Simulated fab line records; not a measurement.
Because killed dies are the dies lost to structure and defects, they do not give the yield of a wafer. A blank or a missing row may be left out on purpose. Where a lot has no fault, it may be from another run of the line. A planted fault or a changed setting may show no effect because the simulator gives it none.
fab line records | flow n5-finfet | part 2 of 2: steps 17 to 26 of 26
record: lots: 5 | wafers: 15 | last-day: 17
route steps=1938 shown BEOL_M7@1295
lots that met no fault: taken from a fault-free run of the same line
start-h: the number of hours between the record's first day and the start of the first shown wafer of the lot | wait-h: hours from the lot's prior step to this one | " as in the row above | L1.1+2: one row covering several wafers at once | - value missing, or start not given | * or withheld: withheld | < > ~ a bound
route shown NAME@n: NAME is a module with steps in the file, n the number in the route of the first one | usual: average and standard deviation across the fault-free wafers | same: alike in all rows | chamber/n: place in a boat | sites: per-site readings | _std_site: the values' standard deviation | _edge_site: inner sites' mean taken away from outer sites' mean | radius-mm: for every site, how far away it sits from the centre of the wafer | mask NAME#n: copy n | behind: the last tool/chamber to shape the wafer | hold: what put the lot on hold/how long, in hours/how the hold closed | device: the transistor (n, p or np) that didn't switch | end of line: tests of these same wafers at the route's end | step lacking rows: just its recipe | killed: dies lost to structure and defects at the first sort, not the wafer's yield | map: a wafer's dies, marking killed ones x, the rest . and places with no die _
set.NAME: the setting the step ran with; set.NAME@STEP: the setting that earlier step ran with | model.NAME: the simulator's own value behind a step, which no gauge read
lots at selected steps of the route; one table per step, one row per wafer
services: the hour from which a tool's chamber was out of use, counted from the record's first day as start-h (under 0 if before that day), plus the number of hours and why
== steps ==
step: N5_BEOL_M7_OCD_MEAS_38
usual: trench-depth-nm: 94.0/1.6
lot.wafer | tool   | chamber | start-h | wait-h | trench-depth-nm
L080.1    | ocd-01 | -       | 236.46  | -      | 97.0
L080.3    | "      | -       | "       | "      | 94.9
L080.6    | "      | -       | "       | "      | 96.6
L085.2    | ocd-02 | -       | 284.84  | -      | 95.9
L085.3    | "      | -       | "       | "      | 94.9
L085.6    | "      | -       | "       | "      | 90.3
L089.1    | ocd-01 | -       | 292.29  | -      | 94.5
L089.2    | "      | -       | "       | "      | 93.4
L089.3    | "      | -       | "       | "      | 95.1
L088.2    | ocd-02 | -       | 292.46  | -      | 91.6
L088.5    | "      | -       | "       | "      | 91.1
L088.6    | "      | -       | "       | "      | 95.8
L095.1    | ocd-02 | -       | 338.59  | -      | 97.1
L095.3    | "      | -       | "       | "      | 95.6
L095.6    | "      | -       | "       | "      | 94.4
step: N5_BEOL_M7_HM_STRIP_39
recipe: chemistry: peroxide-tin-strip | material: TiN | target-depth-a: 250 | temp-c: 50 | time-s: 158
usual: bath-guard-temp-C: 50.0/0.42 | bath-heat-duty-pct: 7.0/0.88
lot.wafer | tool         | chamber | start-h | wait-h | bath-guard-temp-C | bath-heat-duty-pct
L080.1    | wet-bench-03 | 7       | 236.49  | 0.0    | 49.5              | 8.3
L080.3    | "            | 2       | "       | "      | 50.0              | 6.0
L080.6    | "            | 0       | "       | "      | 50.1              | 6.9
L085.2    | wet-bench-03 | 0       | 284.87  | 0.0    | 50.2              | 8.3
L085.3    | "            | 7       | "       | "      | 49.5              | 7.1
L085.6    | "            | 1       | "       | "      | 50.4              | 8.5
L089.1    | wet-bench-03 | 1       | 292.32  | 0.0    | 50.1              | 7.0
L089.2    | "            | 5       | "       | "      | 50.0              | 6.5
L089.3    | "            | 0       | "       | "      | 50.3              | 8.0
L088.2    | wet-bench-02 | 6       | 292.50  | 0.0    | 50.7              | 8.2
L088.5    | "            | 3       | "       | "      | 50.8              | 5.5
L088.6    | "            | 7       | "       | "      | 50.5              | 8.4
L095.1    | wet-bench-03 | 1       | 338.62  | 0.0    | 49.7              | 7.3
L095.3    | "            | 5       | "       | "      | 49.9              | 5.6
L095.6    | "            | 4       | "       | "      | 50.2              | 5.9
step: N5_BEOL_M7_SRD_40
recipe: time-s: 30 | temp-c: 23 | rinse-liquid: diw | dry: ipa-marangoni
usual: bath-heat-duty-pct: 3.7/0.53
lot.wafer | tool         | chamber | start-h | wait-h | bath-heat-duty-pct
L080.1    | wet-bench-03 | 7       | 236.54  | 0.0    | 4.1
L080.3    | "            | 2       | "       | "      | 3.0
L080.6    | "            | 0       | "       | "      | 4.1
L085.2    | wet-bench-03 | 0       | 284.91  | 0.0    | 3.7
L085.3    | "            | 7       | "       | "      | 3.6
L085.6    | "            | 1       | "       | "      | 4.3
L089.1    | wet-bench-03 | 1       | 292.37  | 0.0    | 3.8
L089.2    | "            | 5       | "       | "      | 2.6
L089.3    | "            | 0       | "       | "      | 3.2
L088.2    | wet-bench-02 | 6       | 292.54  | 0.0    | 3.7
L088.5    | "            | 3       | "       | "      | 3.4
L088.6    | "            | 7       | "       | "      | 4.4
L095.1    | wet-bench-03 | 1       | 338.67  | 0.0    | 4.5
L095.3    | "            | 5       | "       | "      | 2.4
L095.6    | "            | 4       | "       | "      | 3.6
step: N5_BEOL_M7_PRECLEAN_42
recipe: chemistry: residue-remover | time-s: 60 | temp-c: 40
usual: bath-guard-temp-C: 40.0/0.44 | bath-heat-duty-pct: 4.4/0.65
lot.wafer | tool         | chamber | start-h | wait-h | bath-guard-temp-C | bath-heat-duty-pct
L080.1    | wet-bench-03 | 7       | 236.55  | 0.0    | 39.4              | 4.3
L080.3    | "            | 2       | "       | "      | 39.9              | 4.4
L080.6    | "            | 0       | "       | "      | 40.4              | 5.0
L085.2    | wet-bench-03 | 0       | 284.93  | 0.0    | 39.9              | 5.0
L085.3    | "            | 7       | "       | "      | 39.3              | 4.4
L085.6    | "            | 1       | "       | "      | 40.4              | 4.1
L089.1    | wet-bench-03 | 1       | 292.38  | 0.0    | 40.0              | 4.9
L089.2    | "            | 5       | "       | "      | 39.8              | 3.8
L089.3    | "            | 0       | "       | "      | 40.2              | 4.8
L088.2    | wet-bench-02 | 6       | 292.56  | 0.0    | 40.6              | 5.1
L088.5    | "            | 3       | "       | "      | 40.2              | 3.4
L088.6    | "            | 7       | "       | "      | 40.7              | 5.5
L095.1    | wet-bench-03 | 1       | 338.68  | 0.0    | 40.1              | 5.2
L095.3    | "            | 5       | "       | "      | 40.0              | 3.8
L095.6    | "            | 4       | "       | "      | 40.5              | 4.5
step: N5_BEOL_M7_SRD_43
recipe: time-s: 30 | temp-c: 23 | rinse-liquid: diw | dry: ipa-marangoni
usual: bath-heat-duty-pct: 3.6/0.56
lot.wafer | tool         | chamber | start-h | wait-h | bath-heat-duty-pct
L080.1    | wet-bench-03 | 7       | 236.57  | 0.0    | 3.6
L080.3    | "            | 2       | "       | "      | 3.5
L080.6    | "            | 0       | "       | "      | 4.1
L085.2    | wet-bench-03 | 0       | 284.95  | 0.0    | 4.2
L085.3    | "            | 7       | "       | "      | 3.6
L085.6    | "            | 1       | "       | "      | 4.0
L089.1    | wet-bench-03 | 1       | 292.40  | 0.0    | 3.5
L089.2    | "            | 5       | "       | "      | 3.0
L089.3    | "            | 0       | "       | "      | 4.2
L088.2    | wet-bench-02 | 6       | 292.58  | 0.0    | 4.0
L088.5    | "            | 3       | "       | "      | 3.6
L088.6    | "            | 7       | "       | "      | 4.1
L095.1    | wet-bench-03 | 1       | 338.70  | 0.0    | 4.2
L095.3    | "            | 5       | "       | "      | 2.8
L095.6    | "            | 4       | "       | "      | 3.3
step: N5_BEOL_M7_CD_MEAS_35
recipe: target-cd-nm: 40 | polarity: opening
usual: cd-nm: 40.3/0.66
lot.wafer | tool      | chamber | start-h | wait-h | cd-nm
L080.1    | cd-sem-03 | -       | 236.61  | 0.0    | 41.0
L080.3    | "         | -       | "       | "      | 39.9
L080.6    | "         | -       | "       | "      | 39.3
L085.2    | cd-sem-03 | -       | 284.99  | 0.0    | 40.2
L085.3    | "         | -       | "       | "      | 40.4
L085.6    | "         | -       | "       | "      | 40.5
L089.1    | cd-sem-01 | -       | 292.44  | 0.0    | 39.2
L089.2    | "         | -       | "       | "      | 39.3
L089.3    | "         | -       | "       | "      | 38.8
L088.2    | cd-sem-01 | -       | 292.62  | 0.0    | 40.1
L088.5    | "         | -       | "       | "      | 40.9
L088.6    | "         | -       | "       | "      | 40.3
L095.1    | cd-sem-02 | -       | 338.75  | 0.0    | 39.6
L095.3    | "         | -       | "       | "      | 39.6
L095.6    | "         | -       | "       | "      | 39.9
step: N5_BEOL_M7_CURE_75
recipe: temp-c: 370 | time-s: 120 | ambient: DMADMS/He | material: SiCOH_lowk
usual: lamp-power-pct: 52.31/0.053 | wafer_temp_C_max: 372.2/0.6
lot.wafer | tool       | chamber | start-h | wait-h | lamp-power-pct | wafer_temp_C_max
L080.1    | uv-cure-01 | 2       | 236.68  | 0.1    | 52.30          | 371.4
L080.3    | "          | 2       | "       | "      | 52.27          | 371.3
L080.6    | "          | 2       | "       | "      | 52.42          | 371.7
L085.2    | uv-cure-03 | 1       | 285.09  | 0.1    | 52.30          | 372.2
L085.3    | "          | 1       | "       | "      | 52.32          | 372.5
L085.6    | "          | 1       | "       | "      | 52.30          | 372.6
L089.1    | uv-cure-03 | 0       | 292.50  | 0.1    | 52.29          | 371.8
L089.2    | "          | 0       | "       | "      | 52.33          | 372.9
L089.3    | "          | 0       | "       | "      | 52.20          | 372.2
L088.2    | uv-cure-02 | 0       | 292.71  | 0.1    | 52.34          | 371.8
L088.5    | "          | 0       | "       | "      | 52.29          | 372.0
L088.6    | "          | 0       | "       | "      | 52.27          | 372.4
L095.1    | uv-cure-02 | 0       | 338.79  | 0.0    | 52.19          | 372.7
L095.3    | "          | 0       | "       | "      | 52.26          | 372.0
L095.6    | "          | 0       | "       | "      | 52.30          | 372.4
step: N5_BEOL_M7_DEGAS_44
recipe: ambient: vacuum | temp-c: 250 | time-s: 60
usual: heater-power-w: 318/20
lot.wafer | tool           | chamber | start-h | wait-h | heater-power-w
L080.1    | pvd-sputter-01 | -       | 237.57  | 0.8    | 330
L080.3    | "              | -       | "       | "      | 311
L080.6    | "              | -       | "       | "      | 333
L085.2    | pvd-sputter-03 | -       | 285.48  | 0.3    | 316
L085.3    | "              | -       | "       | "      | 334
L085.6    | "              | -       | "       | "      | 312
L089.1    | pvd-sputter-01 | -       | 292.97  | 0.4    | 350
L089.2    | "              | -       | "       | "      | 330
L089.3    | "              | -       | "       | "      | 294
L088.2    | pvd-sputter-01 | -       | 293.05  | 0.3    | 310
L088.5    | "              | -       | "       | "      | 338
L088.6    | "              | -       | "       | "      | 310
L095.1    | pvd-sputter-02 | -       | 340.30  | 1.5    | 306
L095.3    | "              | -       | "       | "      | 361
L095.6    | "              | -       | "       | "      | 287
step: N5_BEOL_M7_PRE_CLEAN_45
recipe: gas: H2/He | time-s: 30 | temp-c: 250
usual: heater-power-w: 318/21
lot.wafer | tool           | chamber | start-h | wait-h | heater-power-w
L080.1    | pvd-sputter-01 | -       | 237.61  | 0.0    | 340
L080.3    | "              | -       | "       | "      | 309
L080.6    | "              | -       | "       | "      | 332
L085.2    | pvd-sputter-03 | -       | 285.52  | 0.0    | 309
L085.3    | "              | -       | "       | "      | 339
L085.6    | "              | -       | "       | "      | 313
L089.1    | pvd-sputter-01 | -       | 293.01  | 0.0    | 345
L089.2    | "              | -       | "       | "      | 340
L089.3    | "              | -       | "       | "      | 307
L088.2    | pvd-sputter-01 | -       | 293.09  | 0.0    | 304
L088.5    | "              | -       | "       | "      | 345
L088.6    | "              | -       | "       | "      | 311
L095.1    | pvd-sputter-02 | -       | 340.34  | 0.0    | 311
L095.3    | "              | -       | "       | "      | 354
L095.6    | "              | -       | "       | "      | 281
step: N5_BEOL_M7_ALD_77
recipe: material: TaN | target-thk-a: 20 | temp-c: 275 | ald-precursor-family: PDMAT | ald-co-reactant: NH3 | pressure-torr: 3 | carrier-flow-sccm: 1500 | pulse-time-s: 2 | purge-time-s: 3 | co-reactant-purge-time-s: 2 | co-reactant-pulse-time-s: 3 | ald-cycles: 40 | precursor-vessel-temp-c: 75 | precursor-vessel-pressure-torr: 26.25 | precursor-vessel-carrier-sccm: 1000
usual: heater-power-w: 408/39 | precursor-vessel-carrier-sccm: 1000/3.1
lot.wafer | tool         | chamber | start-h | wait-h | heater-power-w | precursor-vessel-carrier-sccm | since-wet-clean-h
L080.1    | ald-metal-02 | 0       | 237.67  | 0.0    | 341            | 999                           | 2977
L080.3    | "            | 2       | "       | "      | 435            | 1002                          | -
L080.6    | "            | 0       | "       | "      | 339            | 998                           | -
L085.2    | ald-metal-04 | 3       | 285.59  | 0.1    | 396            | 997                           | 4564
L085.3    | "            | 1       | "       | "      | 460            | 1001                          | 4564
L085.6    | "            | 2       | "       | "      | 463            | 997                           | -
L089.1    | ald-metal-01 | 2       | 293.08  | 0.0    | 390            | 1000                          | 6110
L089.2    | "            | 0       | "       | "      | 371            | 1004                          | 6110
L089.3    | "            | 3       | "       | "      | 401            | 1002                          | 6110
L088.2    | ald-metal-04 | 0       | 293.22  | 0.1    | 440            | 1001                          | 4572
L088.5    | "            | 3       | "       | "      | 392            | 1000                          | -
L088.6    | "            | 0       | "       | "      | 440            | 1002                          | -
L095.1    | ald-metal-04 | 1       | 340.40  | 0.0    | 459            | 1002                          | 4619
L095.3    | "            | 3       | "       | "      | 393            | 1003                          | 4619
L095.6    | "            | 3       | "       | "      | 400            | 1001                          | -
== services ==
tool         | chamber | start-h | hours | kind
uv-cure-03   | -       | 218.91  | 0.2   | repair
uv-cure-02   | -       | 226.71  | 2.1   | pm
ald-metal-02 | 1       | 233.87  | 13.2  | repair
uv-cure-03   | -       | 247.27  | 2.1   | pm
uv-cure-01   | -       | 250.39  | 7.5   | pm
uv-cure-03   | -       | 258.70  | 7.5   | pm
rie-diel-02  | 0       | 259.82  | 6.2   | repair
rie-diel-02  | 2       | 266.34  | -     | clean
rie-diel-02  | 2       | 266.34  | -     | consumable-replace:focus-ring
rie-diel-02  | 2       | 266.34  | 18.4  | scheduled-down
rie-diel-02  | 2       | 266.34  | 18.4  | vent-cycle
ald-metal-01 | -       | 269.73  | 2.7   | repair
uv-cure-01   | -       | 270.71  | 7.5   | pm
rie-diel-04  | 2       | 277.56  | 5.6   | repair
uv-cure-01   | -       | 280.97  | 2.1   | pm
ald-metal-04 | 0       | 299.98  | 6.3   | repair
wet-bench-02 | -       | 334.07  | 1.1   | repair
ald-metal-01 | -       | 337.25  | 14.0  | pm
ald-metal-01 | 0       | 337.25  | 14.0  | vent-cycle
ald-metal-01 | 1       | 337.25  | 14.0  | vent-cycle
ald-metal-01 | 2       | 337.25  | 14.0  | vent-cycle
ald-metal-01 | 3       | 337.25  | 14.0  | vent-cycle
